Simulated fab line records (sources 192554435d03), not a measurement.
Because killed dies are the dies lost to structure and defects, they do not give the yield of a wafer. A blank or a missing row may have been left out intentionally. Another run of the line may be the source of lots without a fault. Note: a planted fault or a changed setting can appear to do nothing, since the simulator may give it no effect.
Chamber matching	flow n5 finfet	N5_BEOL_M2_ALD_98 on ald sin-02 has 4 sister chambers
The step deposits SiO2, target thk 2.5 nm, pulse time 1 s, co reactant pulse time 1 s. 4 wafers are shown with their chamber, then 8 later ones without.

== WAFERS PAIRED WITH THEIR CHAMBERS ==
wafer	chamber	heater power w (W)
L080.5	3	71
L084.3	0	82
L084.4	2	84
L086.2	1	75

== WAFERS MISSING THEIR CHAMBER ==
wafer	heater power w (W)
L086.5	84
L086.6	77
L092.3	83
L092.4	73
L092.5	84
L095.1	75
L095.4	83
L095.5	85

== THE CHAMBER EACH PASSED THROUGH ==
wafer	from the rows above	in truth
L086.5	can't be placed: 2 or 0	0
L086.6	1	1
L092.3	can't be placed: 0 or 2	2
L092.4	can't be placed: 1 or 3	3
L092.5	can't be placed: 2 or 0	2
L095.1	1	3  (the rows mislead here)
L095.4	can't be placed: 0 or 2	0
L095.5	can't be placed: 2 or 0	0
Correctly placed: 1 of 8. Cannot be placed on the basis of these rows: 6; the candidates contain the true chamber in 6. Wrongly placed: 1.
How it was worked out, from the rows above alone: a wafer's distance from a chamber is the root of the sum, over the readings, of the square of ((its reading less the chamber's mean) divided by the reading's scatter). The wafer belongs to the nearest chamber; if the next one is less than 2 further off, it can't be placed. Each chamber's mean is taken over the wafers shown for it. The scatter: with one shown wafer a chamber, the root of the mean of the squares of how far each hidden wafer lies from its nearest shown one.
